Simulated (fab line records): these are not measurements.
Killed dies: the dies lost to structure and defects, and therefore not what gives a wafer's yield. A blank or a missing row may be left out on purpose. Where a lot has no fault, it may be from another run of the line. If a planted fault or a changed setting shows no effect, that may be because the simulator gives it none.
Which tool did it? -- flow n5Finfet -- 10 lots with 30 wafers sampled at 3 steps, on a route of 1938 steps

== WHAT THE GAUGES SHOWED, per wafer ==
N5_BEOL_M15_OVL_MEAS_11.
lot,measured,on,V14_OVL (nm)
L146,day 13 11:03,overlay-02,2 0 3
L147,day 14 04:02,overlay-02,3 2 -10
L149,day 14 04:04,overlay-02,0 6 4
L150,day 14 08:37,overlay-01,11 10 9
L153,day 15 08:22,overlay-02,1 -3 -3
L158,day 17 05:02,overlay-01,41 44 43
L164,day 17 08:00,overlay-01,-2 -3 1
L163,day 18 02:19,overlay-01,40 31 41
L165,day 19 07:34,overlay-01,-1 4 8
L166,day 19 08:41,overlay-01,-3 -9 -2

== WHICH TOOL RAN EACH LOT (tool, then ch and the chambers of the sampled wafers, then the start) ==
lot,N5_BEOL_M14_STRIP_37,N5_BEOL_M15_EXPOSE_07
L146,"rieDiel-06 ch 1,3, day 13 08:32","krfScanner-02 ch 0, day 13 10:52"
L147,"rieDiel-03 ch 2,3, day 14 01:17","krfScanner-01 ch 0, day 14 03:50"
L149,"rieDiel-03 ch 0,1,3, day 14 01:28","krfScanner-01 ch 0, day 14 03:52"
L150,"rieDiel-06 ch 0,2,3, day 14 05:22","krfScanner-01 ch 0, day 14 08:25"
L153,"rieDiel-06 ch 0,2, day 15 05:19","krfScanner-01 ch 0, day 15 08:10"
L158,"rieDiel-02 ch 0,2,3, day 17 00:45","krfScanner-01 ch 0, day 17 04:50"
L164,"rieDiel-03 ch 0,1,3, day 17 04:59","krfScanner-02 ch 0, day 17 07:48"
L163,"rieDiel-06 ch 2,3, day 17 23:46","krfScanner-01 ch 0, day 18 02:07"
L165,"rieDiel-02 ch 1,2,3, day 19 04:47","krfScanner-02 ch 0, day 19 07:22"
L166,"rieDiel-02 ch 0,1,2, day 19 05:26","krfScanner-02 ch 0, day 19 08:29"
- N5_BEOL_M14_STRIP_37: strips in O2.
- N5_BEOL_M15_EXPOSE_07: exposes mask V14.

== THE ANSWER, worked out from the rows above alone ==
Rule: usual is defined by the lots themselves. Put in order of their means at a reading, lots are off if they are a third of the lots or fewer, leave a main group of 4 or more, and stand apart from it by a gap of 3 or more times the standard deviation of the main group's means; of several such gaps the widest counts. Not used: any main group whose means are identical at the precision the tables above print for the reading. Also off: a lot with no number at a reading for which 4 or more lots have one. Any other lot the step has rows for is counted as sound.
Off: L158, L163, at N5_BEOL_M15_OVL_MEAS_11 (V14_OVL). Mean 1 nm and standard deviation 4.3 in the main group.
A tool fits if, at a process step before that reading, it ran every lot that is off, and no sound lot after the first of them. Those tools and the gauges at N5_BEOL_M15_OVL_MEAS_11 are tried in the same way. One fits: krfScanner-01 at N5_BEOL_M15_EXPOSE_07. A fault onset in the window from L153 (day 15 08:10, its last sound lot) to L158 (day 17 04:50, its first lot off) fits.

== WHAT WAS PUT IN BY THE SIMULATOR ==
Scanner matching overlay: krfScanner-01, from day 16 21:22 on, at N5_BEOL_M15_EXPOSE_07. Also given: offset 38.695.
Shown lots that were struck: L158, L163. The rule above found the same.
